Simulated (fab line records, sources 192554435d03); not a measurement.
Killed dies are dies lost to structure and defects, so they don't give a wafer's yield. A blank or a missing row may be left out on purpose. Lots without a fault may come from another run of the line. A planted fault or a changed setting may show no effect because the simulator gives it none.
fab line records | flow n5_finfet
record lots=7 wafers=21
route steps=1938 shown BEOL_M11@1543 BEOL_M13@1685 BEOL_M14@1742 BEOL_M15@1797
start_h: hours from the record's first day to the start of the lot's first wafer shown | wait_h: hours since the lot's step before | " the same as in the row above | L1.1+2: a row that stands for several wafers | - no value, or no start given | * or withheld: withheld | < > ~ a bound
route shown NAME@n: a module of which the file shows steps, and the number in the route of the first | usual: mean/standard deviation of fault-free wafers | same: alike in all rows | chamber/n: place in a boat | sites: the reading at each site | _std_site: their standard deviation | _edge_site: outer sites' mean less inner sites' | radius_mm: how far each site lies from the wafer's centre | mask NAME#n: copy n | behind: the tool/chamber that last shaped the wafer | hold: why the lot was held/for how many hours/how that ended | device: the transistor (n, p or np) that didn't switch | end of line: the same wafers' tests at the end of the route | a step without rows: its recipe alone | killed: dies lost to structure and defects at the first sort, not the wafer's yield | map: a wafer's dies, x killed, . not, _ none there
set.NAME: the setting as run; set.NAME@STEP: as run at that earlier step | model.NAME: the simulator's own value behind a step, which no gauge read
lots whose settings were changed on purpose; a table a step, a row a wafer
## steps
# step N5_BEOL_M11_COAT_05
# recipe resist=CAR-ArF spin_rpm=1500 resist_thk_nm=90
# columns lot.wafer tool chamber start_h wait_h set.spin_rpm model.CAR-ArF_of_BEOL_M11_COAT_05.thk_nm
L077.1 litho_track-02 0 - - 1660 85.4
L077.2 " 0 " " 1500 90
L077.4 " 0 " " 1500 90.2
L079.2+6 litho_track-02 0 - - 1500 90
L079.4 " 0 " " 1500 89.8
L081.2 litho_track-05 0 - - 1500 90
L081.4 " 0 " " 1500 89.6
L081.5 " 0 " " 1500 89.8
L083.2 litho_track-01 0 - - 1355 94.8
L083.5 " 0 " " 1355 95.2
L083.6 " 0 " " 1500 90.4
L090.1 litho_track-05 0 - - 1500 89.6
L090.3+4 " 0 " " 1427 92
L091.2 litho_track-02 0 - - 1500 89.8
L091.4 " 0 " " 1500 90
L091.6 " 0 " " 1658 85.4
L092.1 litho_track-01 0 - - 1373 94.8
L092.5+6 " 0 " " 1500 90.2
# step N5_BEOL_M11_EBR_07
# recipe solvent=PGMEA ebr_width_mm=1.5
# step N5_BEOL_M11_SOFTBAKE_06
# recipe temp_c=110 time_s=60 resist=CAR-ArF
# step N5_BEOL_M11_EXPOSE_08
# recipe mask_id=M11 na=1.35 source_shape=dipole sigma_inner=0.411 sigma_outer=0.611 polarization=te dose_mj=53.75
# step N5_BEOL_M11_PEB_09
# recipe peb_temp_c=withheld peb_time_s=60 resist=CAR-ArF
# step N5_BEOL_M11_DEVELOP_10
# recipe develop_time_s=30 developer=TMAH resist=CAR-ArF rinse_liquid=diw dry=air_spin dev_temp_c=23
# columns lot.wafer tool chamber start_h wait_h set.spin_rpm@BEOL_M11_COAT_05 model.CAR-ArF_of_BEOL_M11_COAT_05.thk_nm
L077.1 litho_track-05 0 - - 1660 83.8
L077.2 " 0 " " 1500 88.2
L077.4 " 0 " " 1500 88.4
L079.2 litho_track-02 0 - - 1500 88.4
L079.4 " 0 " " 1500 88
L079.6 " 0 " " 1500 88.2
L081.2+5 litho_track-05 0 - - 1500 88.2
L081.4 " 0 " " 1500 88
L083.2 litho_track-01 0 - - 1355 93.2
L083.5 " 0 " " 1355 93.4
L083.6 " 0 " " 1500 88.6
L090.1 litho_track-05 0 - - 1500 88
L090.3+4 " 0 " " 1427 90.2
L091.2 litho_track-05 0 - - 1500 88.2
L091.4 " 0 " " 1500 88.4
L091.6 " 0 " " 1658 83.8
L092.1 litho_track-05 0 - - 1373 93
L092.5 " 0 " " 1500 88.6
L092.6 " 0 " " 1500 88.4
# step N5_BEOL_M11_ETCH_62
# recipe chemistry=N2/H2 target=SOC target_depth_a=1100 overetch_a=220 mask_material=SiARC temp_c=40 time_s=165 ion_energy_ev=200 pressure_mtorr=30 source_w=840 bias_w=150 n2_flow_sccm=200 h2_flow_sccm=200
# columns lot.wafer tool chamber start_h wait_h set.time_s model.SiARC_of_BEOL_M11_COAT_60.thk_nm
L077.1+2+4 rie_diel-06 2,1,3 253.37 0.0 165 23.6
L079.2 rie_diel-04 0 262.11 0.0 165 23.4
L079.4+6 " 1 " " 165 23.6
L081.2 rie_diel-06 1 268.67 0.0 165 23.6
L081.4+5 " 3,1 " " 148.2 24.2
L083.2 rie_diel-03 3 293.92 0.0 199.5 22.4
L083.5 " 0 " " 199.5 22.2
L083.6 " 3 " " 165 23.8
L090.1 rie_diel-03 3 321.77 0.0 165 23.8
L090.3+4 " 0,1 " " 165 23.6
L091.2 rie_diel-06 2 328.24 0.0 150.6 23.8
L091.4 " 3 " " 150.6 24
L091.6 " 3 " " 165 23.4
L092.1 rie_diel-03 2 341.40 0.0 165 23.2
L092.5 " 3 " " 165 23.4
L092.6 " 2 " " 149.1 24
# step N5_BEOL_M11_STRIP_68
# recipe chemistry=N2/H2 temp_c=40 n2_flow_sccm=200 h2_flow_sccm=200 rf_frequency_hz=6e+07
# step N5_BEOL_M11_STRIP_67
# recipe chemistry=CF4 resist=SiARC power_w=300 bias_power_w=75 pressure_mtorr=50 cf4_flow_sccm=150 rf_frequency_hz=6e+07
# step N5_BEOL_M11_HM_OPEN_17
# recipe chemistry=Cl2/BCl3 target_depth_a=200 overetch_a=60 target=TiN mask_material=SOC ion_energy_ev=150 pressure_mtorr=10 icp_w=1000 bias_w=126 Cl2_flow_sccm=53.25 bcl3_flow_sccm=21.75 Ar_flow_sccm=25
# columns lot.wafer tool chamber start_h wait_h set.spin_rpm@BEOL_M11_COAT_05 set.time_s@BEOL_M11_ETCH_62 model.etch.depth_nm
L077.1 rie_metal-02 0 253.56 0.0 1660 165 20.11
L077.2 " 1 " " 1500 165 19.89
L077.4 " 1 " " 1500 165 20.06
L079.2 rie_metal-03 0 262.30 0.0 1500 165 19.69
L079.4+6 " 1,0 " " 1500 165 19.96
L081.2 rie_metal-01 0 268.86 0.0 1500 165 20.07
L081.4 " 0 " " 1500 148.2 20.04
L081.5 " 1 " " 1500 148.2 20.08
L083.2 rie_metal-02 1 294.10 0.0 1355 199.5 16.55
L083.5 " 1 " " 1355 199.5 16.26
L083.6 " 0 " " 1500 165 19.58
L090.1 rie_metal-01 0 321.95 0.0 1500 165 20.09
L090.3 " 1 " " 1427 165 20.17
L090.4 " 0 " " 1427 165 19.89
L091.2 rie_metal-01 1 328.43 0.0 1500 150.6 20.04
L091.4 " 0 " " 1500 150.6 19.8
L091.6 " 0 " " 1658 165 19.91
L092.1 rie_metal-01 1 341.59 0.0 1373 165 20.21
L092.5 " 1 " " 1500 165 20.11
L092.6 " 0 " " 1500 149.1 20.2
# step N5_BEOL_M13_EXPOSE_25
# recipe mask_id=M13 na=0.93 source_shape=conventional sigma_outer=0.4 polarization=unpolarized target_cd_nm=210 dose_mj=22
# columns lot.wafer tool chamber start_h wait_h mask set.dose_mj
L077.1+2+4 krf_scanner-01 0 264.91 - M13#0 22
L079.2+4+6 krf_scanner-02 0 275.32 - M13#0 22
L081.2+4+5 krf_scanner-02 0 280.20 - M13#0 22
L083.2+5+6 krf_scanner-01 0 306.87 - M13#0 22
L090.1+4 krf_scanner-02 0 335.75 - M13#0 22
L090.3 " 0 " " M13#0 20.46
L091.2 krf_scanner-02 0 342.89 - M13#0 22
L091.4+6 " 0 " " M13#0 20.61
L092.1 krf_scanner-01 0 353.22 - M13#0 22
L092.5+6 " 0 " " M13#0 23.62
# step N5_BEOL_M13_DEVELOP_27
# recipe develop_time_s=45 rinse_liquid=diw dry=air_spin dev_temp_c=21
# columns lot.wafer tool chamber start_h wait_h set.develop_time_s
L077.1+2+4 litho_track-05 0 - - 45
L079.2+4+6 litho_track-05 0 - - 45
L081.2+4 litho_track-03 0 - - 54.44
L081.5 " 0 " " 45
L083.2+5 litho_track-03 0 - - 45
L083.6 " 0 " " 50.61
L090.1+3+4 litho_track-01 0 - - 45
L091.2+4+6 litho_track-01 0 - - 45
L092.1+5+6 litho_track-03 0 - - 45
# step N5_BEOL_M13_HARDBAKE_32
# recipe temp_c=130 time_s=120
# step N5_BEOL_M13_CD_MEAS_28
# recipe target_cd_nm=209.5 landing_energy_ev=500 detector=se_inlens
# usual cd_nm=209.8/0.98
# columns lot.wafer tool chamber start_h wait_h set.dose_mj@BEOL_M13_EXPOSE_25 cd_nm
L077.1 cd_sem-03 0 265.08 - 22 208.2
L077.2 " 0 " " 22 208.6
L077.4 " 0 " " 22 208.9
L079.2 cd_sem-03 0 275.48 - 22 210.2
L079.4 " 0 " " 22 211.3
L079.6 " 0 " " 22 210.9
L081.2 cd_sem-01 0 280.37 - 22 211.2
L081.4 " 0 " " 22 211.2
L081.5 " 0 " " 22 211.1
L083.2 cd_sem-03 0 307.04 - 22 210.8
L083.5 " 0 " " 22 211.5
L083.6 " 0 " " 22 211.1
L090.1 cd_sem-02 0 335.93 - 22 210.2
L090.3 " 0 " " 20.46 203.4
L090.4 " 0 " " 22 210.0
L091.2 cd_sem-03 0 343.06 - 22 210.8
L091.4 " 0 " " 20.61 204.1
L091.6 " 0 " " 20.61 203.4
L092.1 cd_sem-01 0 353.39 - 22 208.6
L092.5 " 0 " " 23.62 215.3
L092.6 " 0 " " 23.62 214.8
# step N5_BEOL_M13_DESCUM_33
# recipe chemistry=O2 time_s=7.9 source_power_w=50 bias_power_w=20 pressure_mtorr=20 rf_frequency_hz=2.712e+07 temp_c=40 o2_flow_sccm=225
# columns lot.wafer tool chamber start_h wait_h set.dose_mj@BEOL_M13_EXPOSE_25 model.BEOL_M13.cd_nm
L077.1 rie_diel-04 3 265.69 0.5 22 208.6
L077.2 " 1 " " 22 208.8
L077.4 " 1 " " 22 209
L079.2 rie_diel-06 1 275.57 0.0 22 210
L079.4+6 " 3,1 " " 22 211.2
L081.2 rie_diel-06 2 280.48 0.1 22 211.2
L081.4 " 3 " " 22 210.8
L081.5 " 0 " " 22 211
L083.2+6 rie_diel-04 0,2 307.13 0.0 22 211
L083.5 " 3 " " 22 211.6
L090.1+4 rie_diel-04 0 336.02 0.0 22 210
L090.3 " 3 " " 20.46 203.4
L091.2 rie_diel-06 3 343.15 0.0 22 211
L091.4 " 2 " " 20.61 204.6
L091.6 " 2 " " 20.61 203.4
L092.1 rie_diel-03 1 354.03 0.6 22 208.6
L092.5 " 1 " " 23.62 215.2
L092.6 " 0 " " 23.62 214.4
# step N5_BEOL_M13_ETCH_67
# recipe chemistry=CF4 target=SiARC target_depth_a=1430 time_s=238.3 ion_energy_ev=80 pressure_mtorr=40 source_w=545 bias_w=36 Ar_flow_sccm=100 cf4_flow_sccm=100 ends=cleared
# columns lot.wafer tool chamber start_h wait_h set.dose_mj@BEOL_M13_EXPOSE_25 model.BEOL_M13.cd_nm
L077.1 rie_diel-04 3 265.73 0.0 22 209.2
L077.2 " 1 " " 22 209.4
L077.4 " 1 " " 22 210
L079.2 rie_diel-06 1 275.60 0.0 22 210.4
L079.4 " 3 " " 22 211.4
L079.6 " 1 " " 22 211.6
L081.2 rie_diel-06 2 280.51 0.0 22 212.2
L081.4 " 3 " " 22 211.4
L081.5 " 0 " " 22 212
L083.2 rie_diel-04 0 307.16 0.0 22 210.6
L083.5 " 3 " " 22 211.6
L083.6 " 2 " " 22 211.2
L090.1 rie_diel-04 0 336.05 0.0 22 209.8
L090.3 " 3 " " 20.46 203.6
L090.4 " 0 " " 22 209.6
L091.2 rie_diel-06 3 343.18 0.0 22 211.6
L091.4 " 2 " " 20.61 204.8
L091.6 " 2 " " 20.61 204
L092.1 rie_diel-03 1 354.06 0.0 22 209.4
L092.5 " 1 " " 23.62 215.6
L092.6 " 0 " " 23.62 215.4
# step N5_BEOL_M13_ETCH_68
# recipe chemistry=N2/H2 target=SOC mask_material=SiARC source_w=3000 bias_w=350 temp_c=40 time_s=355 ion_energy_ev=200 pressure_mtorr=30 n2_flow_sccm=200 h2_flow_sccm=200
# columns lot.wafer tool chamber start_h wait_h set.dose_mj@BEOL_M13_EXPOSE_25 model.BEOL_M13.cd_nm
L077.1 rie_diel-04 3 265.87 0.1 22 209.6
L077.2 " 1 " " 22 208.8
L077.4 " 1 " " 22 209.4
L079.2 rie_diel-06 1 275.75 0.1 22 209.6
L079.4 " 3 " " 22 211.8
L079.6 " 1 " " 22 211
L081.2+4 rie_diel-06 2,3 280.66 0.1 22 211.4
L081.5 " 0 " " 22 213.6
L083.2 rie_diel-04 0 307.31 0.1 22 210
L083.5 " 3 " " 22 212.2
L083.6 " 2 " " 22 211.2
L090.1 rie_diel-04 0 336.20 0.1 22 209.8
L090.3 " 3 " " 20.46 203.6
L090.4 " 0 " " 22 210
L091.2 rie_diel-06 3 343.33 0.1 22 211.4
L091.4 " 2 " " 20.61 204.8
L091.6 " 2 " " 20.61 204
L092.1 rie_diel-03 1 354.21 0.1 22 209.4
L092.5 " 1 " " 23.62 216.4
L092.6 " 0 " " 23.62 216
# step N5_BEOL_M14_EXPOSE_25
# recipe mask_id=M14 na=0.8 source_shape=annular sigma_inner=0.5 sigma_outer=0.8 polarization=unpolarized target_cd_nm=280 dose_mj=26.6
# columns lot.wafer tool chamber start_h wait_h mask set.dose_mj
L077.1 krf_scanner-01 0 270.85 - M14#0 26.6
L077.2+4 " 0 " " M14#0 27.38
L079.2+4+6 krf_scanner-02 0 281.44 - M14#0 26.6
L081.2+4+5 krf_scanner-01 0 284.91 - M14#0 26.6
L083.2+6 krf_scanner-01 0 315.79 - M14#0 26.6
L083.5 " 0 " " M14#0 28.39
L090.1+4 krf_scanner-02 0 339.84 - M14#0 26.6
L090.3 " 0 " " M14#0 25.53
L091.2+6 krf_scanner-02 0 347.00 - M14#0 25.83
L091.4 " 0 " " M14#0 26.6
L092.1+5+6 krf_scanner-02 0 360.10 - M14#0 26.6
# step N5_BEOL_M14_PEB_26
# recipe peb_temp_c=130 peb_time_s=90
# step N5_BEOL_M14_DEVELOP_27
# recipe develop_time_s=45 rinse_liquid=diw dry=air_spin dev_temp_c=21
# step N5_BEOL_M14_HARDBAKE_32
# recipe temp_c=130 time_s=120
# step N5_BEOL_M14_CD_MEAS_28
# recipe target_cd_nm=284.4 landing_energy_ev=500 detector=se_inlens
# usual cd_nm=284.3/1.4
# columns lot.wafer tool chamber start_h wait_h set.dose_mj@BEOL_M14_EXPOSE_25 cd_nm
L077.1 cd_sem-02 0 271.02 - 26.6 283.6
L077.2 " 0 " " 27.38 288.3
L077.4 " 0 " " 27.38 289.4
L079.2 cd_sem-01 0 281.61 - 26.6 286.7
L079.4 " 0 " " 26.6 285.8
L079.6 " 0 " " 26.6 286.7
L081.2 cd_sem-03 0 285.08 - 26.6 283.1
L081.4 " 0 " " 26.6 283.5
L081.5 " 0 " " 26.6 283.2
L083.2 cd_sem-02 0 315.96 - 26.6 284.2
L083.5 " 0 " " 28.39 295.4
L083.6 " 0 " " 26.6 283.7
L090.1 cd_sem-01 0 340.01 - 26.6 284.0
L090.3 " 0 " " 25.53 277.6
L090.4 " 0 " " 26.6 282.8
L091.2 cd_sem-03 0 347.17 - 25.83 278.3
L091.4 " 0 " " 26.6 283.1
L091.6 " 0 " " 25.83 279.0
L092.1 cd_sem-02 0 360.27 - 26.6 284.4
L092.5 " 0 " " 26.6 285.7
L092.6 " 0 " " 26.6 284.1
# step N5_BEOL_M14_DESCUM_33
# recipe chemistry=O2 time_s=7.9 source_power_w=50 bias_power_w=20 pressure_mtorr=20 rf_frequency_hz=2.712e+07 temp_c=40 o2_flow_sccm=225
# columns lot.wafer tool chamber start_h wait_h set.dose_mj@BEOL_M14_EXPOSE_25 model.BEOL_M14.cd_nm
L077.1 rie_diel-05 2 271.11 0.0 26.6 283.8
L077.2 " 0 " " 27.38 288.4
L077.4 " 1 " " 27.38 289.4
L079.2 rie_diel-05 1 281.96 0.3 26.6 287
L079.4 " 0 " " 26.6 285.8
L079.6 " 2 " " 26.6 286.6
L081.2 rie_diel-05 2 285.32 0.2 26.6 283.2
L081.4+5 " 3,0 " " 26.6 283.4
L083.2 rie_diel-01 1 316.22 0.2 26.6 284.2
L083.5 " 0 " " 28.39 295.6
L083.6 " 1 " " 26.6 283.6
L090.1 rie_diel-01 3 340.10 0.0 26.6 284.2
L090.3 " 2 " " 25.53 277.6
L090.4 " 1 " " 26.6 282.8
L091.2 rie_diel-05 0 347.25 0.0 25.83 278
L091.4 " 2 " " 26.6 283.2
L091.6 " 2 " " 25.83 279.2
L092.1 rie_diel-02 3 360.36 0.0 26.6 284.2
L092.5 " 1 " " 26.6 285.6
L092.6 " 2 " " 26.6 284.4
# step N5_BEOL_M14_ETCH_67
# recipe chemistry=CF4 target=SiARC target_depth_a=1430 time_s=238.3 ion_energy_ev=80 pressure_mtorr=40 source_w=545 bias_w=36 Ar_flow_sccm=100 cf4_flow_sccm=100 ends=cleared
# columns lot.wafer tool chamber start_h wait_h set.dose_mj@BEOL_M14_EXPOSE_25 model.BEOL_M14.cd_nm
L077.1 rie_diel-05 2 271.14 0.0 26.6 279
L077.2 " 0 " " 27.38 283
L077.4 " 1 " " 27.38 285
L079.2 rie_diel-05 1 281.99 0.0 26.6 283
L079.4 " 0 " " 26.6 281.4
L079.6 " 2 " " 26.6 281.8
L081.2 rie_diel-05 2 285.36 0.0 26.6 278.2
L081.4 " 3 " " 26.6 279.6
L081.5 " 0 " " 26.6 279.2
L083.2 rie_diel-01 1 316.26 0.0 26.6 280.2
L083.5 " 0 " " 28.39 291.2
L083.6 " 1 " " 26.6 279.8
L090.1 rie_diel-01 3 340.13 0.0 26.6 279
L090.3 " 2 " " 25.53 272.6
L090.4 " 1 " " 26.6 278.4
L091.2 rie_diel-05 0 347.29 0.0 25.83 274
L091.4 " 2 " " 26.6 278.2
L091.6 " 2 " " 25.83 274.8
L092.1 rie_diel-02 3 360.39 0.0 26.6 278.8
L092.5 " 1 " " 26.6 280.6
L092.6 " 2 " " 26.6 280.2
# step N5_BEOL_M14_ETCH_68
# recipe chemistry=N2/H2 target=SOC mask_material=SiARC source_w=3000 bias_w=350 temp_c=40 time_s=450 ion_energy_ev=200 pressure_mtorr=30 n2_flow_sccm=200 h2_flow_sccm=200
# columns lot.wafer tool chamber start_h wait_h set.dose_mj@BEOL_M14_EXPOSE_25 model.BEOL_M14.cd_nm
L077.1 rie_diel-05 2 271.29 0.1 26.6 278
L077.2 " 0 " " 27.38 283.8
L077.4 " 1 " " 27.38 285.2
L079.2 rie_diel-05 1 282.14 0.1 26.6 283.6
L079.4 " 0 " " 26.6 283.8
L079.6 " 2 " " 26.6 280.4
L081.2 rie_diel-05 2 285.50 0.1 26.6 278
L081.4 " 3 " " 26.6 278.6
L081.5 " 0 " " 26.6 280
L083.2 rie_diel-01 1 316.40 0.1 26.6 281.8
L083.5 " 0 " " 28.39 291
L083.6 " 1 " " 26.6 280.6
L090.1 rie_diel-01 3 340.28 0.1 26.6 279.6
L090.3 " 2 " " 25.53 273.2
L090.4 " 1 " " 26.6 280
L091.2 rie_diel-05 0 347.43 0.1 25.83 276
L091.4 " 2 " " 26.6 279.4
L091.6 " 2 " " 25.83 276.4
L092.1+5+6 rie_diel-02 3,1,2 360.54 0.1 26.6 279.2
# step N5_BEOL_M15_COAT_22
# recipe spin_rpm=1704 resist_thk_nm=800
# columns lot.wafer tool chamber start_h wait_h set.spin_rpm model.coat_of_BEOL_M15_COAT_22.thk_nm
L077.1 litho_track-05 0 - - 1704 798.8
L077.2 " 0 " " 1704 802.2
L077.4 " 0 " " 1704 799.8
L079.2 litho_track-05 0 - - 1704 798.4
L079.4 " 0 " " 1704 800.2
L079.6 " 0 " " 1704 797
L081.2 litho_track-03 0 - - 1704 804
L081.4 " 0 " " 1704 803.8
L081.5 " 0 " " 1704 805.2
L083.2 litho_track-04 0 - - 1704 797.2
L083.5+6 " 0 " " 1704 798.2
L090.1 litho_track-05 0 - - 1855 766
L090.3 " 0 " " 1855 765
L090.4 " 0 " " 1704 798
L091.2 litho_track-03 0 - - 1704 798.8
L091.4 " 0 " " 1630 818
L091.6 " 0 " " 1630 819.4
L092.1 litho_track-04 0 - - 1704 799
L092.5 " 0 " " 1579 828.6
L092.6 " 0 " " 1579 826.2
# step N5_BEOL_M15_EBR_24
# recipe solvent=PGMEA ebr_width_mm=1.5
# step N5_BEOL_M15_SOFTBAKE_23
# recipe temp_c=130 time_s=60
# step N5_BEOL_M15_DESCUM_33
# recipe chemistry=O2 time_s=7.9 source_power_w=50 bias_power_w=20 pressure_mtorr=20 rf_frequency_hz=2.712e+07 temp_c=40 o2_flow_sccm=225
# step N5_BEOL_M15_ETCH_61
# recipe chemistry=N2/H2 target=BARC target_depth_a=890 overetch_a=267 time_s=67.9 ion_energy_ev=200 pressure_mtorr=30 source_w=840 bias_w=150 n2_flow_sccm=200 h2_flow_sccm=200
# columns lot.wafer tool chamber start_h wait_h set.spin_rpm@BEOL_M15_COAT_22 model.coat_of_BEOL_M15_COAT_22.thk_nm
L077.1 rie_diel-04 0 277.01 0.0 1704 716.2
L077.2 " 2 " " 1704 719.6
L077.4 " 3 " " 1704 717
L079.2 rie_diel-03 3 286.58 0.0 1704 716.2
L079.4 " 0 " " 1704 716.8
L079.6 " 2 " " 1704 713.2
L081.2 rie_diel-04 3 295.45 0.0 1704 720.2
L081.4 " 1 " " 1704 720.8
L081.5 " 0 " " 1704 722
L083.2 rie_diel-06 1 324.83 0.0 1704 713.8
L083.5+6 " 1,0 " " 1704 714.8
L090.1 rie_diel-04 2 345.24 0.0 1855 683.6
L090.3 " 0 " " 1855 682.4
L090.4 " 1 " " 1704 712.6
L091.2 rie_diel-04 0 354.79 0.0 1704 716.6
L091.4 " 1 " " 1630 732.2
L091.6 " 2 " " 1630 736.8
L092.1 rie_diel-06 2 368.42 0.0 1704 716.4
L092.5 " 2 " " 1579 746.2
L092.6 " 3 " " 1579 742.6
## key
split step=N5_BEOL_M11_COAT_05 setting=spin_rpm stated=1500 by=wafer
response step=N5_BEOL_M11_COAT_05 reading=model.CAR-ArF_of_BEOL_M11_COAT_05.thk_nm change=-0.466 per=1% r=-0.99
response step=N5_BEOL_M11_DEVELOP_10 reading=model.CAR-ArF_of_BEOL_M11_COAT_05.thk_nm change=-0.459 per=1% r=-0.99
response step=N5_BEOL_M11_HM_OPEN_17 reading=model.etch.depth_nm shape=bent at_lowest=16.4 at_stated=19.97 at_highest=20.11
split step=N5_BEOL_M11_ETCH_62 setting=time_s stated=165 by=wafer
response step=N5_BEOL_M11_ETCH_62 reading=model.SiARC_of_BEOL_M11_COAT_60.thk_nm change=-0.0684 per=1% r=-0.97
response step=N5_BEOL_M11_HM_OPEN_17 reading=model.etch.depth_nm shape=bent at_lowest=20.06 at_stated=19.98 at_highest=16.4
split step=N5_BEOL_M13_EXPOSE_25 setting=dose_mj stated=22 by=wafer
response step=N5_BEOL_M13_CD_MEAS_28 reading=cd_nm change=+0.969 per=1% r=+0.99
response step=N5_BEOL_M13_DESCUM_33 reading=model.BEOL_M13.cd_nm change=+0.951 per=1% r=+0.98
response step=N5_BEOL_M13_ETCH_67 reading=model.BEOL_M13.cd_nm change=+0.93 per=1% r=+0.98
response step=N5_BEOL_M13_ETCH_68 reading=model.BEOL_M13.cd_nm change=+0.967 per=1% r=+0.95
split step=N5_BEOL_M13_DEVELOP_27 setting=develop_time_s stated=45 by=wafer
response none clear
split step=N5_BEOL_M14_EXPOSE_25 setting=dose_mj stated=26.6 by=wafer
response step=N5_BEOL_M14_CD_MEAS_28 reading=cd_nm change=+1.64 per=1% r=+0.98
response step=N5_BEOL_M14_DESCUM_33 reading=model.BEOL_M14.cd_nm change=+1.67 per=1% r=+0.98
response step=N5_BEOL_M14_ETCH_67 reading=model.BEOL_M14.cd_nm change=+1.6 per=1% r=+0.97
response step=N5_BEOL_M14_ETCH_68 reading=model.BEOL_M14.cd_nm change=+1.54 per=1% r=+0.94
split step=N5_BEOL_M15_COAT_22 setting=spin_rpm stated=1704 by=wafer
response step=N5_BEOL_M15_COAT_22 reading=model.coat_of_BEOL_M15_COAT_22.thk_nm change=-3.85 per=1% r=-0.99
response step=N5_BEOL_M15_ETCH_61 reading=model.coat_of_BEOL_M15_COAT_22.thk_nm change=-3.61 per=1% r=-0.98
